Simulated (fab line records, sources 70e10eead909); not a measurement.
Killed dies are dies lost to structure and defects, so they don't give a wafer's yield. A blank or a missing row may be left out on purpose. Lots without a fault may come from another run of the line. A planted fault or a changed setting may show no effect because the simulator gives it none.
A struck lot beside a sound one | flow nand_harc | 15 steps out of a route of 1159
Sound: wafers L889.3, L889.4, L889.5. Struck: wafers L896.1, L896.2. The cause comes at the end.
At each step with rows: each side's tool, then ch and its chambers, then its first start. Under that, the readings that differ: sound wafers | struck wafers | difference of the means | sigmas: that difference in standard deviations of wafers without a fault.
alike: readings whose means differ by less than 2 such deviations, and words and numbers that are the same on both sides. not compared: withheld readings, readings that some wafer has no value for, bounds like >300 that may hide the same value, and numbers for which the record gives no deviation and whose values overlap.
The two part at a step that has a row with sigmas, a row that says differs or no value, or rows on one side only. Numbers that don't overlap but have no deviation are shown without sigmas and don't part them. A reading that every wafer of one side lacks parts them only if that side has two wafers or more.

first, 1 step without rows for these wafers: NHARC_A_CHANNEL_HOLE_D1_STRIP_43 (strips in O2/COS).
NHARC_A_CHANNEL_HOLE_D1_ETCH_44: etches the open film in CF4/O2, target depth 140 nm, overetch 14 nm, time 77 s.
  sound on rie_diel-02 ch 0,2,3, day 10 00:17; struck on rie_diel-10 ch 1,2, day 11 18:15
  alike: drypump_motor_current_A, oes_f_703_au, oes_o_777_au, oes_product_au, rf_vpp_V, showerhead_plenum_p_Torr, throttle_valve_pct
  not compared: rf_hours_counter_h
NHARC_A_CHANNEL_HOLE_D1_STRIP_27: strips in O2.
  sound on rie_diel-02 ch 0,1,3; struck on rie_diel-10 ch 0,2
  reading               | sound             | struck      | difference | sigmas
  oes_product_au (a.u.) | 0.991 0.997 0.987 | 1.002 1.017 | +0.018     | +2
  alike: drypump_motor_current_A, rf_vpp_V, showerhead_plenum_p_Torr, throttle_valve_pct
  not compared: rf_hours_counter_h
then, 2 steps without rows for these wafers: NHARC_A_CHANNEL_HOLE_D1_PRECLEAN_28 (cleans in SC1); NHARC_A_CHANNEL_HOLE_D1_SRD_29.
NHARC_A_CHANNEL_HOLE_D1_CD_MEAS_30:
  sound on cd_sem-02, day 10 01:04; struck on cd_sem-02, day 11 19:10
  alike: cd_nm
NHARC_A_CHANNEL_HOLE_D1_XSEM_31:
  sound on xsem-02 ch 0, day 10 01:10; struck on xsem-02 ch 0, day 11 19:16
  alike: bot_cd_nm, bow_nm, tilt_deg
NHARC_A_CHANNEL_HOLE_D1_INSPECT_40:
  sound on defect_inspect-01, day 10 01:16; struck on defect_inspect-01, day 11 19:22
  alike: raw_defect_count
then, 2 steps without rows for these wafers: NHARC_A_CHANNEL_FILL_D1_PRECLEAN_00 (cleans in SC1); NHARC_A_CHANNEL_FILL_D1_SRD_01.
NHARC_A_CHANNEL_FILL_D1_ALD_02: deposits SiO2, target thk 6 nm, pulse time 10 s, ald cycles 60.
  sound on ald_hk-03 ch 0,1,3, day 10 01:35; struck on ald_hk-04 ch 1,2, day 11 19:38
  reading                    | sound             | struck      | difference | sigmas
  precursor_pulse_height_rel | 1.010 0.967 0.960 | 1.015 1.035 | +0.046     | +2
  alike: heater_power_w
  not compared: ald_cycles
then, 1 step without rows for these wafers: NHARC_A_CHANNEL_FILL_D1_ALD_03 (deposits SiNx, target thk 6 nm, pulse time 60 s, ald cycles 58).
NHARC_A_CHANNEL_FILL_D1_ALD_14: deposits SiO2, target thk 2.5 nm, pulse time 10 s, ald cycles 25.
  sound on ald_hk-03 ch 0,1,2, day 10 07:52; struck on ald_hk-03 ch 1,3, day 12 02:40
  reading    | sound    | struck | difference | sigmas
  ald_cycles | 25 25 25 | 29 29  | +4         |
  alike: heater_power_w, precursor_pulse_height_rel
NHARC_A_CHANNEL_FILL_D1_ALD_15: deposits SiNx, target thk 2 nm, pulse time 60 s, ald cycles 19.
  sound on ald_sin_batch-02 ch 0; struck on ald_sin_batch-01 ch 0
  alike: precursor_pulse_height_rel
  not compared: ald_cycles
NHARC_END_SORT_01:
  the record has rows for the sound wafers here (prober-02 ch 0, day 22 00:50) and none for the struck ones

WHERE THEY PART
First at NHARC_A_CHANNEL_HOLE_D1_STRIP_27; last, within this record, at NHARC_END_SORT_01.

WHY: what the simulator had put in
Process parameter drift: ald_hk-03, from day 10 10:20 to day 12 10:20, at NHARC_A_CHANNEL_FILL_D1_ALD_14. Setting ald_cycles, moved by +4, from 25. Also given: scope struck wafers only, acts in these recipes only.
